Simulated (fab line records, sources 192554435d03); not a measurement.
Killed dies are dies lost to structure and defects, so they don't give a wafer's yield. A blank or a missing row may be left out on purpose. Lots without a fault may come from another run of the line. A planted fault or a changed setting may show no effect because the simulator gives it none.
A struck lot beside a sound one | flow n5_finfet | 14 steps out of a route of 1938
Sound: wafers L176.2, L176.3, L176.4. Struck: wafers L191.1, L191.3, L191.5. The cause comes at the end.
At each step with rows: each side's tool, then ch and its chambers, then its first start. Under that, the readings that differ: sound wafers | struck wafers | difference of the means | sigmas: that difference in standard deviations of wafers without a fault.
alike: readings whose means differ by less than 2 such deviations, and words and numbers that are the same on both sides. not compared: withheld readings, readings that some wafer has no value for, bounds like >300 that may hide the same value, and numbers for which the record gives no deviation and whose values overlap.
The two part at a step that has a row with sigmas, a row that says differs or no value, or rows on one side only. Numbers that don't overlap but have no deviation are shown without sigmas and don't part them. A reading that every wafer of one side lacks parts them only if that side has two wafers or more.

N5_BEOL_M10_ETCH_62: etches SOC in N2/H2, target depth 110 nm, overetch 22 nm, time 165 s.
  sound on rie_diel-04 ch 0,2,3, day 10 09:24; struck on rie_diel-03 ch 1,2, day 14 21:50
  alike: drypump_motor_current_A, oes_product_au, rf_vpp_V, showerhead_plenum_p_Torr, throttle_valve_pct
  not compared: rf_hours_counter_h
then, 1 step without rows for these wafers: N5_BEOL_M10_STRIP_68 (strips in N2/H2).
N5_BEOL_M10_STRIP_67: strips in CF4.
  sound on rie_diel-04 ch 0,2,3, day 10 09:33; struck on rie_diel-03 ch 1,2, day 14 21:59
  alike: drypump_motor_current_A, oes_product_au, rf_vpp_V, showerhead_plenum_p_Torr, throttle_valve_pct
  not compared: rf_hours_counter_h
N5_BEOL_M10_HM_OPEN_17: chemistry Cl2/BCl3, target TiN, target depth 20 nm, overetch 6 nm.
  sound on rie_metal-01 ch 0,1, day 10 09:35; struck on rie_metal-02 ch 0,1, day 14 22:01
  alike: bcl3_flow_sccm, drypump_motor_current_A, oes_product_au, throttle_valve_pct
  not compared: rf_hours_counter_h
N5_BEOL_M10_STRIP_19: strips in O2.
  sound on rie_diel-04 ch 2,3, day 10 09:42; struck on rie_diel-04 ch 0,1, day 14 22:15
  alike: drypump_motor_current_A, oes_product_au, rf_vpp_V, showerhead_plenum_p_Torr, throttle_valve_pct
  not compared: rf_hours_counter_h
N5_BEOL_M10_CD_MEAS_18: pitch 140 nm, target cd 70 nm.
  sound on cd_sem-01, day 10 09:46; struck on cd_sem-03, day 14 22:19
  alike: cd_nm
then, 6 steps without rows for these wafers: N5_BEOL_M10_COAT_63 (time 60 s, resist thk 100 nm); N5_BEOL_M10_COAT_64 (time 60 s, resist thk 30 nm); N5_BEOL_M10_COAT_22 (resist thk 90 nm); N5_BEOL_M10_EBR_24; N5_BEOL_M10_SOFTBAKE_23 (time 60 s); N5_BEOL_M10_EXPOSE_25 (exposes mask V9).
N5_BEOL_M10_PEB_26: peb time 60 s.
  sound on litho_track-05 ch 0, day 10 12:56; struck on litho_track-01, day 14 22:40
  no value came back on the struck wafers for chill_plate_temp_C (C), exhaust_pa (Pa), resist_line_temp_C (C); on the sound wafers chill_plate_temp_C (C) reads 23.11 23.06 23.10
then, 1 step without rows for these wafers: N5_BEOL_M10_DEVELOP_27 (develop time 30 s).

WHERE THEY PART
Only at N5_BEOL_M10_PEB_26, within this record.

WHY: what the simulator had put in
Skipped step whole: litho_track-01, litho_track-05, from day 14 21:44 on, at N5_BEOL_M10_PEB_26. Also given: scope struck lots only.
